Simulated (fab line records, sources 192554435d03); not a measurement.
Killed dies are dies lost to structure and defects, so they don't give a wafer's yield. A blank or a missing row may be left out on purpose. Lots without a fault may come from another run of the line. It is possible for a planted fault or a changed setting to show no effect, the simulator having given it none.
fab line records	flow n5Finfet	part 2 of 2: steps 27 to 38 of 38
record lots=5	wafers=15	lastDay=18
route steps=1938 shown BEOL_M1@813 BEOL_M2@841
lots untouched by any fault: they come from a run of this same line in which no faults occurred
startH: hours from the record's opening day to when the first of the lot's shown wafers began	waitH: time in hours since the lot's previous step	" the same as in the row above	L1.1+2: one row covering several wafers at once	- no value present, or no start provided	* or withheld: withheld	< > ~ a bound
route shown NAME@n: names a module that has steps shown in the file, with the first one's number in the route	usual: average and standard deviation across the fault-free wafers	same: alike in all rows	chamber/n: place in a boat	sites: readings site by site	_std_site: their standard deviation	_edge_site: mean of outer sites minus mean of inner sites	radiusMm: for every site, how far away it sits from the centre of the wafer	mask NAME#n: copy n	behind: tool/chamber where the wafer was last shaped	hold: reason for holding the lot/hours on hold/outcome of the hold	device: whichever transistor did not switch (one of n, p or np)	end of line: tests of these same wafers at the route's end	for a step that has no rows: nothing shown but its recipe	killed: not the wafer's yield, but the dies lost to structure and defects at the first sort	map: shows each die of a wafer: x if killed, . if not, _ if none is there
set.NAME: setting as actually run; set.NAME@STEP: the setting as run at that earlier step	model.NAME: the simulator's own value behind a step, which no gauge read
lots at selected steps of the route; one table per step, one row per wafer
services: when a tool's chamber went out of use (startH, in hours from the record's first day, below 0 if earlier), for how many hours, and the reason
## steps
# step N5_BEOL_M1_RS_MEAS_58
# recipe thkMeasGauge=four-point-probe	reads=Co_of_BEOL_M1_CO_CAP_55+Cu_of_BEOL_M1_ECD_50+Co_of_BEOL_M1_CVD_47+TaN_of_BEOL_M1_ALD_84
# usual M1_RS=0.67/0.045
lot.wafer	tool	chamber	startH	waitH	M1_RS[ohm/sq]
L075.2	filmMetro-01	-	134.51	0.1	0.73
L075.3	"	-	"	"	0.72
L075.5	"	-	"	"	0.72
L083.2	filmMetro-02	-	184.61	0.1	0.69
L083.5	"	-	"	"	0.71
L083.6	"	-	"	"	0.64
L089.1	filmMetro-02	-	222.02	0.1	0.71
L089.3	"	-	"	"	0.72
L089.6	"	-	"	"	0.67
L092.2	filmMetro-01	-	246.11	0.1	0.64
L092.5	"	-	"	"	0.70
L092.6	"	-	"	"	0.58
L097.1	filmMetro-01	-	281.94	0.0	0.72
L097.3	"	-	"	"	0.68
L097.4	"	-	"	"	0.68
# step N5_BEOL_M1_INSPECT_59
# recipe inspectInstrument=darkfield	mode=postDep
# usual rawDefectCount=69/23
lot.wafer	tool	chamber	startH	waitH	rawDefectCount
L075.2	defectInspect-02	-	134.53	0.0	56
L075.3	"	-	"	"	76
L075.5	"	-	"	"	75
L083.2	defectInspect-02	-	184.63	0.0	53
L083.5	"	-	"	"	53
L083.6	"	-	"	"	57
L089.1	defectInspect-01	-	222.04	0.0	87
L089.3	"	-	"	"	92
L089.6	"	-	"	"	95
L092.2	defectInspect-01	-	246.13	0.0	85
L092.5	"	-	"	"	89
L092.6	"	-	"	"	50
L097.1	defectInspect-01	-	281.96	0.0	129
L097.3	"	-	"	"	115
L097.4	"	-	"	"	158
# step N5_BEOL_M2_ILD_DEP_00
# recipe material=SiOC	targetThkA=790	tempC=350	precursor=DEMS/O2	pressureTorr=5	rfW=500	timeS=15.3
# usual heaterPowerW=509/83	showerheadPlenumPTorr=5.701/0.017	throttleValvePct=11.8/0.4
lot.wafer	tool	chamber	startH	waitH	heaterPowerW	showerheadPlenumPTorr	throttleValvePct
L075.2	pecvd-04	0	134.57	0.0	509	5.712	11.9
L075.3	"	2	"	"	688	5.727	11.3
L075.5	"	0	"	"	526	5.697	11.7
L083.2	pecvd-04	1	184.67	0.0	649	5.706	11.9
L083.5	"	2	"	"	600	5.754	11.5
L083.6	"	0	"	"	468	5.707	11.9
L089.1	pecvd-04	1	222.08	0.0	635	5.697	11.9
L089.3	"	0	"	"	466	5.712	12.1
L089.6	"	2	"	"	694	5.735	11.9
L092.2	pecvd-04	0	246.17	0.0	437	5.711	12.1
L092.5	"	2	"	"	673	5.733	11.5
L092.6	"	0	"	"	453	5.702	11.9
L097.1	pecvd-01	0	282.00	0.0	503	5.704	11.8
L097.3	"	2	"	"	411	5.702	11.0
L097.4	"	1	"	"	416	5.697	11.6
# step N5_BEOL_M2_THK_MEAS_01
# recipe reads=SiOC_of_BEOL_M2_ILD_DEP_00
# usual M2_ILD_THK=79.0/1.2
lot.wafer	tool	chamber	startH	waitH	M2_ILD_THK[nm]
L075.2	filmMetro-01	-	134.64	0.1	78.7
L075.3	"	-	"	"	76.0
L075.5	"	-	"	"	79.0
L083.2	filmMetro-02	-	184.75	0.1	77.0
L083.5	"	-	"	"	78.4
L083.6	"	-	"	"	79.3
L089.1	filmMetro-02	-	222.15	0.0	77.8
L089.3	"	-	"	"	77.1
L089.6	"	-	"	"	78.5
L092.2	filmMetro-01	-	246.24	0.1	78.8
L092.5	"	-	"	"	78.8
L092.6	"	-	"	"	80.5
L097.1	filmMetro-02	-	282.07	0.0	77.5
L097.3	"	-	"	"	80.5
L097.4	"	-	"	"	80.8
# step N5_BEOL_M2_PECVD_72
# recipe material=SiO2	targetThkA=160	tempC=400	precursor=TEOS/O2	pressureTorr=5.5	rfW=450	teosFlowSccm=53.8	gas=O2	flowSccm=3000	timeS=18
# usual heaterPowerW=724/110	showerheadPlenumPTorr=8.81/0.067	throttleValvePct=22.0/0.76
lot.wafer	tool	chamber	startH	waitH	heaterPowerW	showerheadPlenumPTorr	throttleValvePct
L075.2	pecvd-01	0	134.67	0.0	754	8.88	21.7
L075.3	"	2	"	"	726	8.81	21.3
L075.5	"	0	"	"	757	8.85	21.7
L083.2	pecvd-03	0	184.78	0.0	658	8.73	22.2
L083.5	"	0	"	"	638	8.71	22.7
L083.6	"	2	"	"	695	8.77	21.1
L089.1	pecvd-03	0	222.18	0.0	716	8.71	22.5
L089.3	"	1	"	"	645	8.79	23.7
L089.6	"	2	"	"	634	8.78	21.2
L092.2	pecvd-03	0	246.27	0.0	768	8.73	22.2
L092.5	"	2	"	"	696	8.79	21.4
L092.6	"	1	"	"	668	8.81	23.6
L097.1	pecvd-01	0	282.10	0.0	821	8.88	22.1
L097.3	"	2	"	"	734	8.80	20.7
L097.4	"	2	"	"	732	8.80	20.8
# step N5_BEOL_M2_HM_DEP_02
# recipe material=TiN	targetThkA=200	tempC=25	chamberPressurePa=0.49996
# usual throttleValvePct=29.8/0.84
lot.wafer	tool	chamber	startH	waitH	throttleValvePct
L075.2	pvdSputter-01	-	136.31	1.6	29.8
L075.3	"	-	"	"	30.8
L075.5	"	-	"	"	29.0
L083.2	pvdSputter-01	-	184.84	0.0	29.1
L083.5	"	-	"	"	29.1
L083.6	"	-	"	"	29.9
L089.1	pvdSputter-01	-	225.24	3.0	29.4
L089.3	"	-	"	"	30.9
L089.6	"	-	"	"	29.1
L092.2	pvdSputter-01	-	246.99	0.7	30.5
L092.5	"	-	"	"	29.7
L092.6	"	-	"	"	28.7
L097.1	pvdSputter-01	-	282.57	0.5	30.1
L097.3	"	-	"	"	30.9
L097.4	"	-	"	"	29.1
# step N5_BEOL_M2_COAT_61
# recipe resist=SOC	tempC=250	timeS=60	spinRpm=1500	resistThkNm=60
lot.wafer	tool	chamber	startH	waitH
L075.2+3+5	lithoTrack-03	0	136.43	0.1
L083.2+5+6	lithoTrack-03	0	184.97	0.1
L089.1+3+6	lithoTrack-05	0	225.36	0.1
L092.2+5+6	lithoTrack-03	0	247.11	0.1
L097.1+3+4	lithoTrack-04	0	282.70	0.1
# step N5_BEOL_M2_COAT_62
# recipe resist=SiARC	tempC=220	timeS=60	spinRpm=1500	resistThkNm=12
lot.wafer	tool	chamber	startH	waitH
L075.2+3+5	lithoTrack-03	0	-	-
L083.2+5+6	lithoTrack-03	0	-	-
L089.1+3+6	lithoTrack-05	0	-	-
L092.2+5+6	lithoTrack-03	0	-	-
L097.1+3+4	lithoTrack-04	0	-	-
# step N5_BEOL_M2_COAT_73
# recipe resist=underlayer	tempC=205	timeS=60	spinRpm=1500	resistThkNm=5
lot.wafer	tool	chamber	startH	waitH
L075.2+3+5	lithoTrack-03	0	-	-
L083.2+5+6	lithoTrack-03	0	-	-
L089.1+3+6	lithoTrack-05	0	-	-
L092.2+5+6	lithoTrack-03	0	-	-
L097.1+3+4	lithoTrack-04	0	-	-
# step N5_BEOL_M2_COAT_05
# recipe resist=CAR-EUV	spinRpm=1500	resistThkNm=30
lot.wafer	tool	chamber	startH	waitH
L075.2+3+5	lithoTrack-03	0	-	-
L083.2+5+6	lithoTrack-03	0	-	-
L089.1+3+6	lithoTrack-05	0	-	-
L092.2+5+6	lithoTrack-03	0	-	-
L097.1+3+4	lithoTrack-04	0	-	-
# step N5_BEOL_M2_EBR_07
# recipe solvent=PGMEA	ebrWidthMm=1.5
# same ebrWidthMm=1.5
lot.wafer	tool	chamber	startH	waitH
L075.2+3+5	lithoTrack-03	0	-	-
L083.2+5+6	lithoTrack-03	0	-	-
L089.1+3+6	lithoTrack-05	0	-	-
L092.2+5+6	lithoTrack-03	0	-	-
L097.1+3+4	lithoTrack-04	0	-	-
# step N5_BEOL_M2_SOFTBAKE_06
# recipe tempC=110	timeS=60	resist=CAR-EUV
lot.wafer	tool	chamber	startH	waitH
L075.2+3+5	lithoTrack-03	0	-	-
L083.2+5+6	lithoTrack-03	0	-	-
L089.1+3+6	lithoTrack-05	0	-	-
L092.2+5+6	lithoTrack-03	0	-	-
L097.1+3+4	lithoTrack-04	0	-	-
## services
tool	chamber	startH	hours	kind
cmp-01	-	112.97	4.0	pm
cmp-01	-	116.97	6.3	pm
pecvd-04	-	139.50	0.5	repair
pecvd-02	-	140.79	14.6	pm
cmp-01	-	147.64	1.0	repair
cvdCo-02	2	161.91	7.8	repair
pecvd-02	2	166.02	23.7	repair
cmp-02	-	173.98	0.5	repair
pecvd-04	-	182.39	1.5	repair
pecvd-04	1	188.20	4.6	repair
pecvd-01	-	188.36	0.8	repair
cvdCo-02	1	191.08	4.8	repair
cmp-01	-	195.35	3.5	repair
cvdCo-02	-	199.26	2.8	pm
cvdCo-01	0	207.82	6.1	repair
cmp-01	-	228.23	0.9	repair
cmp-01	-	230.09	1.5	repair
pecvd-02	-	239.60	1.0	repair
pecvd-01	-	242.73	2.0	repair
cmp-03	-	251.27	4.0	pm
cmp-01	-	259.16	1.2	repair
pecvd-01	1	268.27	3.6	repair
cmp-03	-	272.64	0.3	repair
cmp-01	-	281.15	0.8	repair
